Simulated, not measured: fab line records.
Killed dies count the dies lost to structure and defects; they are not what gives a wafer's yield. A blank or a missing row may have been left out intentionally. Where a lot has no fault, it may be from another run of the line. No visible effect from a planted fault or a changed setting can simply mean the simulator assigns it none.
fab line records ; flow n5Finfet
record lots=10; wafers=30; lastDay=18
route steps=1938 shown BEOL_M2@914 BEOL_M3@931 BEOL_M4@1111 PASSIVATION@1936
lots untouched by any fault: they come from a run of this same line in which no faults occurred
startH: hours from the record's opening day to when the first of the lot's shown wafers began ; waitH: hours elapsed since this lot's preceding step ; " same as the row above ; L1.1+2: a single row standing in for several wafers ; - either no value or no given start ; * or withheld: withheld ; < > ~ a bound
route shown NAME@n: names a module that has steps shown in the file, with the first one's number in the route ; usual: mean/standard deviation taken from wafers without a fault ; same: alike in all rows ; chamber/n: place in a boat ; sites: per-site readings ; _std_site: the values' standard deviation ; _edge_site: the outer-site mean with the inner-site mean subtracted ; radiusMm: how far each site lies from the wafer's centre ; mask NAME#n: copy n ; behind: the last tool/chamber to shape the wafer ; hold: why the lot went on hold/how many hours it stayed there/how the hold came to an end ; device: names the non-switching transistor (n, p or np) ; end of line: tests run on the same wafers once the route is complete ; for a step that has no rows: nothing shown but its recipe ; killed: at the first sort, the dies lost to defects and structure; wafer yield is something else ; map: per-die view of a wafer (x killed, . not killed, _ where there is no die)
set.NAME: the setting that was run; set.NAME@STEP: the one run at that earlier step ; model.NAME: the simulator's own value behind a step, which no gauge read
steps of the route over a sample of lots; a table a step, a row a wafer
services: a tool's chamber out of use, with start hour (startH, from the record's first day; less than 0 if before it), hours out, and reason
## steps
# step N5_BEOL_M2_SPUTTER_90
# recipe material=Cu; targetThkA=45; tempC=-20; chamberPressurePa=0.07; powerW=withheld; timeS=8.29
# usual throttleValvePct=29.4/1.1
# same timeS=8.29
lot.wafer;tool;chamber;startH;waitH;throttleValvePct
L455.3;pvdSputter-01;-;160.64;0.1;27.6
L455.5;pvdSputter-01;-;160.64;0.1;27.6
L455.6;pvdSputter-01;-;160.64;0.1;27.8
L456.1;pvdSputter-03;-;178.08;0.1;30.8
L456.2;pvdSputter-03;-;178.08;0.1;28.8
L456.6;pvdSputter-03;-;178.08;0.1;28.8
L463.1;pvdSputter-02;-;216.29;0.1;30.0
L463.2;pvdSputter-02;-;216.29;0.1;29.3
L463.3;pvdSputter-02;-;216.29;0.1;30.2
L464.1;pvdSputter-03;-;227.98;0.1;28.7
L464.3;pvdSputter-03;-;227.98;0.1;28.6
L464.4;pvdSputter-03;-;227.98;0.1;28.9
L467.3;pvdSputter-01;-;244.26;0.1;29.1
L467.4;pvdSputter-01;-;244.26;0.1;30.6
L467.6;pvdSputter-01;-;244.26;0.1;29.1
L469.2;pvdSputter-01;-;251.92;0.1;30.6
L469.3;pvdSputter-01;-;251.92;0.1;29.0
L469.4;pvdSputter-01;-;251.92;0.1;28.0
L471.1;pvdSputter-03;-;259.65;0.1;28.6
L471.2;pvdSputter-03;-;259.65;0.1;28.7
L471.4;pvdSputter-03;-;259.65;0.1;30.7
L472.2;pvdSputter-01;-;260.31;0.1;30.7
L472.3;pvdSputter-01;-;260.31;0.1;27.6
L472.4;pvdSputter-01;-;260.31;0.1;27.5
L473.3;pvdSputter-02;-;277.87;0.1;30.4
L473.5;pvdSputter-02;-;277.87;0.1;31.1
L473.6;pvdSputter-02;-;277.87;0.1;29.2
L474.1;pvdSputter-01;-;280.69;0.1;27.5
L474.4;pvdSputter-01;-;280.69;0.1;27.7
L474.5;pvdSputter-01;-;280.69;0.1;29.1
# step N5_BEOL_M2_ANNEAL_95
# recipe tempC=400; timeS=240; ambient=vacuum
# usual heaterPowerW=832/65
# same timeS=240
lot.wafer;tool;chamber;startH;waitH;heaterPowerW
L455.3;pvdSputter-01;-;161.16;0.0;783
L455.5;pvdSputter-01;-;161.16;0.0;827
L455.6;pvdSputter-01;-;161.16;0.0;786
L456.1;pvdSputter-03;-;178.60;0.0;965
L456.2;pvdSputter-03;-;178.60;0.0;770
L456.6;pvdSputter-03;-;178.60;0.0;778
L463.1;pvdSputter-02;-;216.81;0.0;764
L463.2;pvdSputter-02;-;216.81;0.0;872
L463.3;pvdSputter-02;-;216.81;0.0;845
L464.1;pvdSputter-03;-;228.50;0.0;779
L464.3;pvdSputter-03;-;228.50;0.0;758
L464.4;pvdSputter-03;-;228.50;0.0;865
L467.3;pvdSputter-01;-;244.78;0.0;810
L467.4;pvdSputter-01;-;244.78;0.0;869
L467.6;pvdSputter-01;-;244.78;0.0;813
L469.2;pvdSputter-01;-;252.44;0.0;886
L469.3;pvdSputter-01;-;252.44;0.0;803
L469.4;pvdSputter-01;-;252.44;0.0;800
L471.1;pvdSputter-03;-;260.17;0.0;820
L471.2;pvdSputter-03;-;260.17;0.0;752
L471.4;pvdSputter-03;-;260.17;0.0;986
L472.2;pvdSputter-01;-;260.83;0.0;876
L472.3;pvdSputter-01;-;260.83;0.0;855
L472.4;pvdSputter-01;-;260.83;0.0;776
L473.3;pvdSputter-02;-;278.39;0.0;779
L473.5;pvdSputter-02;-;278.39;0.0;751
L473.6;pvdSputter-02;-;278.39;0.0;890
L474.1;pvdSputter-01;-;281.21;0.0;842
L474.4;pvdSputter-01;-;281.21;0.0;791
L474.5;pvdSputter-01;-;281.21;0.0;809
# step N5_BEOL_M2_SPUTTER_96
# recipe material=Cu; targetThkA=45; tempC=-20; chamberPressurePa=0.07; powerW=withheld; timeS=8.29
# usual throttleValvePct=29.4/1.1
# same timeS=8.29
lot.wafer;tool;chamber;startH;waitH;throttleValvePct
L455.3;pvdSputter-01;-;161.30;0.1;27.9
L455.5;pvdSputter-01;-;161.30;0.1;27.6
L455.6;pvdSputter-01;-;161.30;0.1;27.8
L456.1;pvdSputter-03;-;178.74;0.1;30.7
L456.2;pvdSputter-03;-;178.74;0.1;28.5
L456.6;pvdSputter-03;-;178.74;0.1;28.8
L463.1;pvdSputter-02;-;216.95;0.1;30.4
L463.2;pvdSputter-02;-;216.95;0.1;29.6
L463.3;pvdSputter-02;-;216.95;0.1;30.2
L464.1;pvdSputter-03;-;228.64;0.1;28.8
L464.3;pvdSputter-03;-;228.64;0.1;28.8
L464.4;pvdSputter-03;-;228.64;0.1;28.7
L467.3;pvdSputter-01;-;244.92;0.1;29.0
L467.4;pvdSputter-01;-;244.92;0.1;30.6
L467.6;pvdSputter-01;-;244.92;0.1;29.3
L469.2;pvdSputter-01;-;252.58;0.1;30.6
L469.3;pvdSputter-01;-;252.58;0.1;28.9
L469.4;pvdSputter-01;-;252.58;0.1;27.7
L471.1;pvdSputter-03;-;260.31;0.1;28.3
L471.2;pvdSputter-03;-;260.31;0.1;28.6
L471.4;pvdSputter-03;-;260.31;0.1;30.9
L472.2;pvdSputter-01;-;260.97;0.1;31.0
L472.3;pvdSputter-01;-;260.97;0.1;27.7
L472.4;pvdSputter-01;-;260.97;0.1;28.0
L473.3;pvdSputter-02;-;278.53;0.1;30.3
L473.5;pvdSputter-02;-;278.53;0.1;31.1
L473.6;pvdSputter-02;-;278.53;0.1;29.2
L474.1;pvdSputter-01;-;281.35;0.1;27.7
L474.4;pvdSputter-01;-;281.35;0.1;27.6
L474.5;pvdSputter-01;-;281.35;0.1;29.1
# step N5_BEOL_M3_ILD_DEP_00
# recipe material=SiOC; targetThkA=790; tempC=350; precursor=DEMS/O2; pressureTorr=5; rfW=500; timeS=15.3
# usual heaterPowerOuterW=277/71; heaterPowerW=509/110; showerheadPlenumPTorr=5.698/0.014; susceptorTempC=349.97/0.2; throttleValvePct=12.0/0.45
# same timeS=15.3
lot.wafer;tool;chamber;startH;waitH;heaterPowerOuterW;heaterPowerW;showerheadPlenumPTorr;susceptorTempC;throttleValvePct
L455.3;pecvd-02;2;162.48;0.0;298;523;5.711;349.85;12.3
L455.5;pecvd-02;1;162.48;0.0;349;636;5.688;355.51;11.2
L455.6;pecvd-02;2;162.48;0.0;297;522;5.713;350.06;11.9
L456.1;pecvd-02;0;180.58;0.0;330;622;5.692;349.74;12.5
L456.2;pecvd-02;1;180.58;0.0;397;694;5.706;355.67;11.4
L456.6;pecvd-02;2;180.58;0.0;280;500;5.723;349.66;12.1
L463.1;pecvd-01;2;220.81;0.0;217;434;5.691;349.92;11.6
L463.2;pecvd-01;1;220.81;0.0;269;506;5.689;350.10;13.0
L463.3;pecvd-01;0;220.81;0.0;244;420;5.708;350.16;11.8
L464.1;pecvd-01;0;229.75;0.0;233;430;5.732;349.85;11.7
L464.3;pecvd-01;1;229.75;0.0;266;493;5.703;349.88;12.5
L464.4;pecvd-01;0;229.75;0.0;235;427;5.698;349.47;11.7
L467.3;pecvd-01;0;246.03;0.0;182;351;5.702;349.88;11.5
L467.4;pecvd-01;0;246.03;0.0;183;358;5.701;349.96;11.6
L467.6;pecvd-01;2;246.03;0.0;198;414;5.684;349.79;11.7
L469.2;pecvd-02;2;253.74;0.0;287;520;5.715;349.94;12.1
L469.3;pecvd-02;0;253.74;0.0;307;593;5.685;350.19;12.3
L469.4;pecvd-02;0;253.74;0.0;314;584;5.680;349.63;12.2
L471.1;pecvd-01;1;261.49;0.0;292;550;5.697;349.99;12.8
L471.2;pecvd-01;0;261.49;0.0;171;344;5.707;349.86;11.8
L471.4;pecvd-01;2;261.49;0.0;200;412;5.688;349.97;11.7
L472.2;pecvd-02;0;262.09;0.0;395;690;5.684;350.13;12.3
L472.3;pecvd-02;2;262.09;0.0;301;522;5.722;350.02;12.2
L472.4;pecvd-02;0;262.09;0.0;293;563;5.705;350.41;12.1
L473.3;pecvd-02;1;279.99;0.0;370;655;5.689;349.84;11.4
L473.5;pecvd-02;1;279.99;0.0;377;651;5.680;349.79;11.4
L473.6;pecvd-02;2;279.99;0.0;264;491;5.711;349.90;12.3
L474.1;pecvd-01;0;282.46;0.0;202;394;5.708;349.94;11.8
L474.4;pecvd-01;2;282.46;0.0;181;386;5.686;349.97;11.7
L474.5;pecvd-01;0;282.46;0.0;202;383;5.707;349.87;11.7
# step N5_BEOL_M4_RC_MEAS_101
# usual DIBL_N=35.8/1.8; DIBL_P=35.9/2.2; IOFF_N=0.16/0.035; IOFF_P=0.21/0.04; ION_N=672/11; ION_P=461/7.4; SS_N=71.4/0.64; SS_P=73.2/0.67; VT_N=250/3.5; VT_P=-251/3.4
lot.wafer;tool;chamber;startH;waitH;DIBL_N[mV/V];DIBL_P[mV/V];IOFF_N[nA/um];IOFF_P[nA/um];ION_N[uA/um];ION_P[uA/um];SS_N[mV/dec];SS_P[mV/dec];VT_N[mV];VT_P[mV]
L455.3;prober-02;0;188.64;0.3;37.6;39.3;0.21;0.27;679;467;72.1;73.9;247;-246
L455.5;prober-02;0;188.64;0.3;34.5;35.6;0.15;0.21;670;459;71.0;72.9;250;-247
L455.6;prober-02;0;188.64;0.3;35.5;37.1;0.17;0.24;676;473;71.4;73.0;251;-248
L456.1;prober-01;0;200.51;0.0;35.9;37.2;0.16;0.21;671;464;72.0;73.4;250;-250
L456.2;prober-01;0;200.51;0.0;35.0;35.8;0.14;0.20;669;459;71.6;72.8;252;-254
L456.6;prober-01;0;200.51;0.0;36.8;37.1;0.17;0.21;675;464;71.9;73.3;250;-249
L463.1;prober-02;0;251.04;0.0;39.1;39.8;0.23;0.27;690;472;72.2;73.6;244;-248
L463.2;prober-02;0;251.04;0.0;34.3;33.5;0.12;0.17;665;457;70.7;73.1;254;-252
L463.3;prober-02;0;251.04;0.0;34.8;35.5;0.14;0.20;667;463;70.3;72.8;252;-248
L464.1;prober-02;0;256.39;0.0;35.2;34.5;0.14;0.18;667;459;70.5;72.1;252;-250
L464.3;prober-02;0;256.39;0.0;37.3;37.3;0.16;0.22;684;467;71.4;72.6;250;-250
L464.4;prober-02;0;256.39;0.0;37.5;38.5;0.18;0.25;682;465;71.2;73.1;246;-249
L467.3;prober-02;0;265.80;0.3;31.7;31.2;0.09;0.13;654;456;70.2;71.9;258;-256
L467.4;prober-02;0;265.80;0.3;34.5;35.6;0.13;0.19;667;461;70.7;73.1;251;-251
L467.6;prober-02;0;265.80;0.3;33.8;34.5;0.12;0.18;667;469;70.6;72.2;251;-251
L469.2;prober-01;0;280.65;0.2;37.3;36.3;0.18;0.21;672;458;72.0;73.2;248;-251
L469.3;prober-01;0;280.65;0.2;37.0;35.8;0.16;0.20;682;464;70.6;73.4;249;-251
L469.4;prober-01;0;280.65;0.2;32.9;31.6;0.11;0.15;661;456;70.9;72.5;252;-256
L471.1;prober-02;0;282.56;0.0;35.1;36.4;0.15;0.23;668;461;71.7;73.3;248;-248
L471.2;prober-02;0;282.56;0.0;36.7;38.3;0.19;0.26;679;472;72.2;72.9;246;-245
L471.4;prober-02;0;282.56;0.0;34.3;35.3;0.14;0.21;669;466;71.8;72.9;252;-248
L472.2;prober-01;0;287.94;0.2;37.1;37.8;0.17;0.21;679;458;72.1;74.1;246;-251
L472.3;prober-01;0;287.94;0.2;36.5;36.8;0.15;0.20;674;468;71.4;73.9;251;-255
L472.4;prober-01;0;287.94;0.2;33.7;32.5;0.11;0.15;660;454;70.9;72.8;255;-255
L473.3;prober-02;0;309.15;0.3;35.9;34.6;0.14;0.20;676;467;70.8;73.0;249;-252
L473.5;prober-02;0;309.15;0.3;35.5;34.3;0.14;0.20;683;466;71.0;72.3;249;-251
L473.6;prober-02;0;309.15;0.3;35.3;33.3;0.12;0.19;669;464;70.5;72.7;254;-252
L474.1;prober-02;0;311.74;0.0;34.4;33.0;0.11;0.17;659;459;70.6;72.5;255;-251
L474.4;prober-02;0;311.74;0.0;35.2;34.1;0.12;0.18;658;459;71.7;72.9;255;-253
L474.5;prober-02;0;311.74;0.0;32.4;30.8;0.09;0.14;653;453;70.3;71.6;257;-255
# step N5_PASSIVATION_PROBE_49
# usual defectLimitedYield=91.0/1.5; killed_at_M0_to_M3=34/9.1; killed_at_M4_up=14/5.7; killedAtContacts=13/5.7; killedAtFrontEnd=42/12; killedAtOther=4/3.4; killedDies=106/17; killedOpen=70/13; killedShort=34/7.5; sort_bin_5_function=5.2/0.94; sort_bin_6_memory=3.4/0.69; sortNPass=1074/17; sortYieldPct=91.0/1.5
# same grossDies=1180; killedAtBackSide=0; sort_bin_4_leakage[%]=0; sort_bin_8_speed[%]=0
lot.wafer;tool;chamber;startH;waitH;defectLimitedYield[%];killed_at_M0_to_M3;killed_at_M4_up;killedAtContacts;killedAtFrontEnd;killedAtOther;killedDies;killedOpen;killedShort;sort_bin_5_function[%];sort_bin_6_memory[%];sortNPass;sortYieldPct[%]
L455.3;prober-02;-;295.06;0.1;90.8;46;11;4;48;0;109;68;36;5.1;3.5;1071;90.8
L455.5;prober-02;-;295.16;0.2;91.6;33;11;7;42;6;99;58;39;5.3;2.6;1081;91.6
L455.6;prober-02;-;295.21;0.3;92.2;43;9;7;28;5;92;67;24;5.3;2.1;1088;92.2
L456.1;prober-01;-;299.50;0.0;91.4;43;13;14;27;4;101;65;32;4.7;3.1;1079;91.4
L456.2;prober-01;-;299.55;0.1;90.8;41;9;15;37;6;108;68;39;6.0;2.8;1072;90.8
L456.6;prober-01;-;299.75;0.3;91.3;40;12;14;35;2;103;62;40;4.7;3.8;1077;91.3
L463.1;prober-01;-;351.56;0.0;91.9;49;9;8;27;2;95;64;31;4.8;2.7;1085;91.9
L463.2;prober-01;-;351.61;0.1;91.6;27;11;13;47;1;99;65;34;4.1;4.1;1081;91.6
L463.3;prober-01;-;351.66;0.1;91.1;31;6;10;55;3;105;68;37;4.9;3.4;1075;91.1
L464.1;prober-02;-;356.70;0.0;91.9;26;12;10;45;3;96;65;28;4.5;3.2;1084;91.9
L464.3;prober-02;-;356.80;0.1;90.8;27;7;13;59;2;108;72;34;5.7;3.1;1072;90.8
L464.4;prober-02;-;356.85;0.2;91.4;21;13;13;50;4;101;74;24;5.4;2.9;1079;91.4
L467.3;prober-01;-;358.59;0.1;92.0;26;11;13;34;10;94;50;44;4.7;3.0;1086;92.0
L467.4;prober-01;-;358.64;0.2;93.1;29;18;4;28;2;81;61;20;3.6;3.1;1099;93.1
L467.6;prober-01;-;358.74;0.3;89.4;50;17;17;20;21;125;83;41;5.8;4.3;1055;89.4
L469.2;prober-01;-;380.92;0.1;92.2;20;17;19;35;1;92;66;26;4.2;3.3;1088;92.2
L469.3;prober-01;-;380.97;0.1;89.9;36;11;14;48;10;119;79;39;6.1;3.9;1061;89.9
L469.4;prober-01;-;381.02;0.2;91.3;35;12;13;42;1;103;72;31;5.5;3.1;1077;91.3
L471.1;prober-02;-;383.98;0.0;91.1;33;11;21;38;2;105;72;32;5.7;2.9;1075;91.1
L471.2;prober-02;-;384.03;0.1;90.2;41;6;8;59;2;116;72;37;5.3;3.5;1064;90.2
L471.4;prober-02;-;384.13;0.2;89.3;63;10;13;30;10;126;81;43;7.0;3.3;1054;89.3
L472.2;prober-02;-;395.77;0.1;91.0;29;19;22;36;0;106;81;22;5.2;3.5;1074;91.0
L472.3;prober-02;-;395.82;0.1;91.7;18;22;13;43;2;98;63;35;5.1;3.1;1082;91.7
L472.4;prober-02;-;395.87;0.2;91.3;35;18;12;38;0;103;58;41;5.2;3.5;1077;91.3
L474.1;prober-01;-;421.81;0.0;93.3;32;9;16;21;1;79;58;20;4.0;2.7;1101;93.3
L474.4;prober-01;-;421.96;0.2;91.9;31;13;12;37;3;96;65;30;3.8;4.1;1084;91.9
L474.5;prober-01;-;422.01;0.2;88.3;49;11;25;51;2;138;92;44;7.5;3.9;1042;88.3
L473.3;prober-01;-;422.63;0.1;92.1;24;9;12;38;10;93;66;25;4.7;2.9;1087;92.1
L473.5;prober-01;-;422.73;0.2;91.6;45;9;11;34;0;99;54;41;5.3;2.4;1081;91.6
L473.6;prober-01;-;422.78;0.3;91.9;35;3;10;44;3;95;54;37;3.8;3.3;1085;91.9
# killed by level:class
L455.3 BEOL_M0_SAQP:geometricParticle:short=11 BEOL_M0_SAQP:geometricParticle:open=11 FIN_SAQP:geometricParticle:short=7 GATE_CUT:geometricParticle:open=7 BEOL_M1:geometricParticle:open=7 BEOL_M1:geometricParticle:short=6 BEOL_M3:geometricParticle:open=6 STI_FIN_REVEAL:geometricParticle:open=5
L455.5 BEOL_M0_SAQP:geometricParticle:short=9 BEOL_M0_SAQP:geometricParticle:open=9 FIN_SAQP:geometricParticle:open=6 GATE_CUT:geometricParticle:short=6 STI_FIN_REVEAL:geometricParticle:open=5 DUMMY_GATE:geometricParticle:open=5 STARTING-WAFER:geometricParticle:open=5 BEOL_M3:geometricParticle:open=5
L455.6 BEOL_M0_SAQP:geometricParticle:open=14 BEOL_M3:geometricParticle:open=11 BEOL_M1:geometricParticle:open=7 DUMMY_GATE:geometricParticle:open=6 FIN_SAQP:geometricParticle:open=5 STI_FIN_REVEAL:geometricParticle:open=5 BEOL_M0_SAQP:geometricParticle:short=5 GATE_CUT:geometricParticle:open=4
L456.1 BEOL_M3:geometricParticle:open=13 MOL_CONTACT_COAG:geometricParticle:open=10 STI_FIN_REVEAL:geometricParticle:open=7 BEOL_M0_SAQP:geometricParticle:open=7 BEOL_M2:geometricParticle:open=6 GATE_CUT:geometricParticle:short=5 BEOL_M1:geometricParticle:open=5 MOL_CONTACT_COAG:geometricParticle:short=4
L456.2 MOL_CONTACT_COAG:geometricParticle:open=13 BEOL_M0_SAQP:geometricParticle:open=10 FIN_SAQP:geometricParticle:short=7 BEOL_M0_SAQP:geometricParticle:short=7 BEOL_M1:geometricParticle:open=6 BEOL_M2:geometricParticle:open=6 STARTING-WAFER:geometricParticle:open=5 STARTING-WAFER:geometricParticle:short=5
L456.6 MOL_CONTACT_COAG:geometricParticle:open=12 BEOL_M3:geometricParticle:open=8 BEOL_M0_SAQP:geometricParticle:short=7 BEOL_M0_SAQP:geometricParticle:open=7 FIN_SAQP:geometricParticle:short=6 BEOL_M2:geometricParticle:open=6 FIN_SAQP:geometricParticle:open=5 STARTING-WAFER:geometricParticle:short=5
L463.1 BEOL_M2:geometricParticle:open=12 STI_FIN_REVEAL:geometricParticle:open=10 BEOL_M0_SAQP:geometricParticle:short=9 MOL_CONTACT_COAG:geometricParticle:open=7 BEOL_M0_SAQP:geometricParticle:open=7 BEOL_M1:geometricParticle:open=7 GATE_CUT:geometricParticle:short=6 BEOL_M3:geometricParticle:open=6
L463.2 MOL_CONTACT_COAG:geometricParticle:open=11 STI_FIN_REVEAL:geometricParticle:open=10 BEOL_M2:geometricParticle:open=9 GATE_CUT:geometricParticle:short=8 GATE_CUT:geometricParticle:open=7 FIN_SAQP:geometricParticle:short=6 BEOL_M0_SAQP:geometricParticle:short=6 FIN_SAQP:geometricParticle:open=5
L463.3 STI_FIN_REVEAL:geometricParticle:open=23 FIN_SAQP:geometricParticle:open=10 BEOL_M0_SAQP:geometricParticle:short=10 MOL_CONTACT_COAG:geometricParticle:open=9 BEOL_M0_SAQP:geometricParticle:open=9 FIN_SAQP:geometricParticle:short=6 GATE_CUT:geometricParticle:short=6 BEOL_M2:geometricParticle:open=4
L464.1 FIN_SAQP:geometricParticle:open=12 BEOL_M3:geometricParticle:open=7 FIN_SAQP:geometricParticle:short=6 MOL_CONTACT_COAG:geometricParticle:open=6 STI_FIN_REVEAL:geometricParticle:open=5 BEOL_M0_SAQP:geometricParticle:open=5 BEOL_M1:geometricParticle:open=5 DUMMY_GATE:geometricParticle:open=4
L464.3 FIN_SAQP:geometricParticle:open=19 FIN_SAQP:geometricParticle:short=11 STI_FIN_REVEAL:geometricParticle:open=10 MOL_CONTACT_COAG:geometricParticle:open=9 BEOL_M3:geometricParticle:open=8 BEOL_M0_SAQP:geometricParticle:short=5 DUMMY_GATE:geometricParticle:open=4 GATE_CUT:geometricParticle:open=4
L464.4 FIN_SAQP:geometricParticle:open=17 MOL_CONTACT_COAG:geometricParticle:open=12 GATE_CUT:geometricParticle:open=6 BEOL_M0_SAQP:geometricParticle:short=5 BEOL_M3:geometricParticle:open=5 FIN_SAQP:geometricParticle:short=4 STI_FIN_REVEAL:geometricParticle:open=4 DUMMY_GATE:geometricParticle:open=4
L467.3 MOL_CONTACT_COAG:geometricParticle:open=11 FIN_SAQP:geometricParticle:short=9 FIN_SAQP:geometricParticle:open=7 BEOL_M0_SAQP:geometricParticle:short=6 BEOL_M3:geometricParticle:open=6 BEOL_M3:geometricParticle:short=6 PASS1_CAP:geometricParticle:short=5 STI_FIN_REVEAL:geometricParticle:open=3
L467.4 FIN_SAQP:geometricParticle:open=11 BEOL_M0_SAQP:geometricParticle:open=9 BEOL_M3:geometricParticle:open=7 BEOL_M4:geometricParticle:open=6 BEOL_M7:geometricParticle:open=6 FIN_SAQP:geometricParticle:short=5 STI_FIN_REVEAL:geometricParticle:open=5 BEOL_M0_SAQP:geometricParticle:short=5
L467.6 BEOL_M3:geometricParticle:open=14 MOL_CONTACT_COAG:geometricParticle:open=12 BEOL_M0_SAQP:geometricParticle:open=9 BEOL_M1:geometricParticle:open=8 BEOL_M3:geometricParticle:short=7 MOL_CONTACT_COAG:geometricParticle:short=5 BEOL_M4:geometricParticle:open=5 BEOL_M7:geometricParticle:open=5
L469.2 MOL_CONTACT_COAG:geometricParticle:open=14 BEOL_M7:geometricParticle:open=7 FIN_SAQP:geometricParticle:open=6 BEOL_M1:geometricParticle:open=6 FIN_SAQP:geometricParticle:short=5 STI_FIN_REVEAL:geometricParticle:open=5 MOL_CONTACT_COAG:geometricParticle:short=5 DUMMY_GATE:geometricParticle:open=4
L469.3 FIN_SAQP:geometricParticle:open=12 MOL_CONTACT_COAG:geometricParticle:open=12 BEOL_M1:geometricParticle:open=9 FIN_SAQP:geometricParticle:short=8 BEOL_M1:geometricParticle:short=8 DUMMY_GATE:geometricParticle:open=5 BEOL_M2:geometricParticle:open=5 BEOL_M3:geometricParticle:open=5
L469.4 FIN_SAQP:geometricParticle:open=12 MOL_CONTACT_COAG:geometricParticle:open=10 FIN_SAQP:geometricParticle:short=9 STI_FIN_REVEAL:geometricParticle:open=8 BEOL_M0_SAQP:geometricParticle:short=7 BEOL_M1:geometricParticle:open=7 BEOL_M2:geometricParticle:open=7 BEOL_M3:geometricParticle:open=5
L471.1 MOL_CONTACT_COAG:geometricParticle:open=15 STI_FIN_REVEAL:geometricParticle:open=11 BEOL_M0_SAQP:geometricParticle:open=11 BEOL_M0_SAQP:geometricParticle:short=10 BEOL_M2:geometricParticle:open=7 DUMMY_GATE:geometricParticle:open=6 MOL_CONTACT_COAG:geometricParticle:short=6 STARTING-WAFER:geometricParticle:open=4
L471.2 FIN_SAQP:geometricParticle:open=11 BEOL_M0_SAQP:geometricParticle:short=10 STI_FIN_REVEAL:geometricParticle:open=8 BEOL_M2:geometricParticle:open=8 BEOL_M0_SAQP:geometricParticle:open=7 BEOL_M1:geometricParticle:open=7 HKMG_FIN:areaEtch=7 FIN_SAQP:geometricParticle:short=6
L471.4 BEOL_M0_SAQP:geometricParticle:open=14 BEOL_M0_SAQP:geometricParticle:short=13 MOL_CONTACT_COAG:geometricParticle:open=12 BEOL_M3:geometricParticle:open=12 BEOL_M2:geometricParticle:open=10 BEOL_M4:geometricParticle:open=7 STI_FIN_REVEAL:geometricParticle:open=7 PASS1_CAP:geometricParticle:short=6
L472.2 MOL_CONTACT_COAG:geometricParticle:open=17 STI_FIN_REVEAL:geometricParticle:open=10 BEOL_M1:geometricParticle:open=10 BEOL_M4:geometricParticle:open=8 BEOL_M3:geometricParticle:open=7 FIN_SAQP:geometricParticle:open=6 MOL_CONTACT_COAG:geometricParticle:short=5 BEOL_M5:geometricParticle:open=4
L472.3 BEOL_M4:geometricParticle:open=15 FIN_SAQP:geometricParticle:short=10 MOL_CONTACT_COAG:geometricParticle:open=10 GATE_CUT:geometricParticle:short=8 FIN_SAQP:geometricParticle:open=7 BEOL_M2:geometricParticle:open=6 STI_FIN_REVEAL:geometricParticle:open=4 BEOL_M0_SAQP:geometricParticle:open=4
L472.4 FIN_SAQP:geometricParticle:short=14 BEOL_M1:geometricParticle:open=11 MOL_CONTACT_COAG:geometricParticle:open=10 BEOL_M0_SAQP:geometricParticle:short=9 GATE_CUT:geometricParticle:short=7 STI_FIN_REVEAL:geometricParticle:open=6 FIN_SAQP:geometricParticle:open=5 BEOL_M4:geometricParticle:open=5
L474.1 MOL_CONTACT_COAG:geometricParticle:open=14 BEOL_M2:geometricParticle:open=8 FIN_SAQP:geometricParticle:open=6 BEOL_M0_SAQP:geometricParticle:open=6 BEOL_M0_SAQP:geometricParticle:short=5 BEOL_M1:geometricParticle:open=4 STI_FIN_REVEAL:geometricParticle:open=3 BEOL_M0:geometricParticle:short=3
L474.4 BEOL_M2:geometricParticle:open=10 MOL_CONTACT_COAG:geometricParticle:open=10 BEOL_M3:geometricParticle:open=7 FIN_SAQP:geometricParticle:short=6 FIN_SAQP:geometricParticle:open=6 STI_FIN_REVEAL:geometricParticle:open=5 DUMMY_GATE:geometricParticle:open=5 BEOL_M1:geometricParticle:open=4
L474.5 MOL_CONTACT_COAG:geometricParticle:open=17 FIN_SAQP:geometricParticle:open=16 BEOL_M1:geometricParticle:open=10 BEOL_M3:geometricParticle:open=10 BEOL_M2:geometricParticle:open=9 FIN_SAQP:geometricParticle:short=8 MOL_CONTACT_COAG:geometricParticle:short=8 BEOL_M2:geometricParticle:short=8
L473.3 MOL_CONTACT_COAG:geometricParticle:open=10 STI_FIN_REVEAL:geometricParticle:open=7 BEOL_M2:geometricParticle:open=7 DUMMY_GATE:geometricParticle:open=6 BEOL_M0_SAQP:geometricParticle:open=5 PASS1_CAP:geometricParticle:short=5 FIN_SAQP:geometricParticle:open=4 GATE_CUT:geometricParticle:short=4
L473.5 BEOL_M0_SAQP:geometricParticle:short=17 BEOL_M2:geometricParticle:open=12 BEOL_M0_SAQP:geometricParticle:open=10 MOL_CONTACT_COAG:geometricParticle:open=9 FIN_SAQP:geometricParticle:short=6 STARTING-WAFER:geometricParticle:open=5 BEOL_M2:geometricParticle:short=4 FIN_SAQP:geometricParticle:open=3
L473.6 GATE_CUT:geometricParticle:open=10 GATE_CUT:geometricParticle:short=10 BEOL_M0_SAQP:geometricParticle:open=9 MOL_CONTACT_COAG:geometricParticle:open=8 FIN_SAQP:geometricParticle:short=6 BEOL_M0:geometricParticle:open=5 BEOL_M2:geometricParticle:open=5 BEOL_M0_SAQP:geometricParticle:short=4
## services
tool;chamber;startH;hours;kind
pecvd-02;2;151.94;5.0;scheduledDown
pecvd-02;-;172.67;1.9;repair
pecvd-02;0;186.88;2.1;scheduledDown
pecvd-02;-;217.46;14.6;pm
pecvd-01;2;269.11;12.2;repair
## key
firstSign step=N5_BEOL_M3_ILD_DEP_00; reading=susceptorTempC; direction=up; sigmas=29; usual=*; struck=*
effect none on later readings
metAt N5_BEOL_M3_ILD_DEP_00
struckLots L455,L456
struckWafers L455.5,L456.2
notActingAt N5_BEOL_M2_SPUTTER_90,N5_BEOL_M2_ANNEAL_95,N5_BEOL_M2_SPUTTER_96
fault kind=processParameterDrift; tool=pecvd-02; chamber=1; onsetH=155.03; steps=N5_BEOL_M3_ILD_DEP_00; channel=tempC; offset=*; shape=step; endH=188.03; actsIn=*; stated=*
